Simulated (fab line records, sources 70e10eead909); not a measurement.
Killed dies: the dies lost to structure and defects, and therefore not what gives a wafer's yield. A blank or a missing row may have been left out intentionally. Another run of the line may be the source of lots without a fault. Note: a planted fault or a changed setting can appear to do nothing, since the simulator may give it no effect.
Matching of chambers | flow nandHarc | 4 sister chambers for NHARC_P_M1_DESCUM_14 on rieDiel-12
The step chemistry O2, time 3 s. 4 wafers are shown with their chamber, then 8 later ones without.

WAFERS, EACH WITH ITS CHAMBER
wafer  | chamber | drypumpMotorCurrentA (A)
L075.5 | 1       | 6.1
L081.3 | 3       | 5.6
L081.5 | 0       | 5.0
L082.1 | 2       | 5.6

WAFERS WITHOUT THEIR CHAMBER
wafer  | drypumpMotorCurrentA (A)
L082.3 | 5.0
L082.5 | 5.0
L085.1 | 5.6
L085.2 | 5.7
L085.4 | 5.0
L089.1 | 5.6
L089.3 | 5.6
L089.6 | 5.6

THE CHAMBER EACH PASSED THROUGH
wafer  | from the rows above     | in truth
L082.3 | 0                       | 0
L082.5 | 0                       | 0
L085.1 | can't be placed: 2 or 3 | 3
L085.2 | can't be placed: 2 or 3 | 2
L085.4 | 0                       | 0
L089.1 | can't be placed: 2 or 3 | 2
L089.3 | can't be placed: 2 or 3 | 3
L089.6 | can't be placed: 2 or 3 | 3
Correct placement for 3 of the 8. Cannot be placed on the basis of these rows: 5; the candidates contain the true chamber in 5. 0 placed wrongly.
How it was worked out, from the rows above alone: a wafer's distance from a chamber is the root of the sum, over the readings, of the square of ((its reading less the chamber's mean) divided by the reading's scatter). The wafer belongs to the nearest chamber; if the next one is less than 2 further off, it can't be placed. For every chamber, the mean is computed from those of its wafers that are shown. The scatter: root of mean squared gap, hidden wafer to nearest shown wafer, with one shown wafer a chamber.
